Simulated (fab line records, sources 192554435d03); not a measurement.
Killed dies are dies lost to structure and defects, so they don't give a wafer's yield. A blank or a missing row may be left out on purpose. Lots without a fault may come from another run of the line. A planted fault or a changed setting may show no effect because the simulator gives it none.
Chamber matching | flow n5_finfet | N5_BEOL_M15_DEP_53 on pecvd-04: 3 sister chambers
The step deposits SiCN from 3MS/NH3, target thk 50 nm, time 17.8 s. 6 wafers are shown with their chamber, then 8 later ones without.

WAFERS WITH THEIR CHAMBER
wafer  | chamber | throttle_valve_pct (%) | showerhead_plenum_p_Torr (Torr)
L081.3 | 0       | 17.9                   | 4.162
L082.6 | 1       | 19.2                   | 4.185
L078.1 | 0       | 17.9                   | 4.163
L078.4 | 1       | 18.9                   | 4.172
L078.5 | 2       | 17.9                   | 4.172
L088.1 | 2       | 17.8                   | 4.185

WAFERS WITHOUT THEIR CHAMBER
wafer  | throttle_valve_pct (%) | showerhead_plenum_p_Torr (Torr)
L088.2 | 17.5                   | 4.169
L088.3 | 19.2                   | 4.179
L087.2 | 19.1                   | 4.181
L087.3 | 17.9                   | 4.181
L087.6 | 19.3                   | 4.174
L092.1 | 17.6                   | 4.162
L092.3 | 18.0                   | 4.186
L092.4 | 17.8                   | 4.169

WHICH CHAMBER EACH WENT THROUGH
wafer  | from the rows above     | in truth
L088.2 | can't be placed: 2 or 0 | 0
L088.3 | 1                       | 1
L087.2 | 1                       | 1
L087.3 | can't be placed: 2 or 0 | 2
L087.6 | 1                       | 1
L092.1 | can't be placed: 0 or 2 | 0
L092.3 | can't be placed: 2 or 0 | 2
L092.4 | can't be placed: 0 or 2 | 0
Placed correctly: 3 of 8. Can't be placed from these rows: 5 (the true chamber is among the candidates in 5). Placed wrongly: 0.
How it was worked out, from the rows above alone: a wafer's distance from a chamber is the root of the sum, over the readings, of the square of ((its reading less the chamber's mean) divided by the reading's scatter). The wafer belongs to the nearest chamber; if the next one is less than 2 further off, it can't be placed. A chamber's mean is the mean of its shown wafers. The scatter: the root of (the sum of the squares of (reading less its chamber's mean) over the shown wafers, divided by (wafers less chambers)).
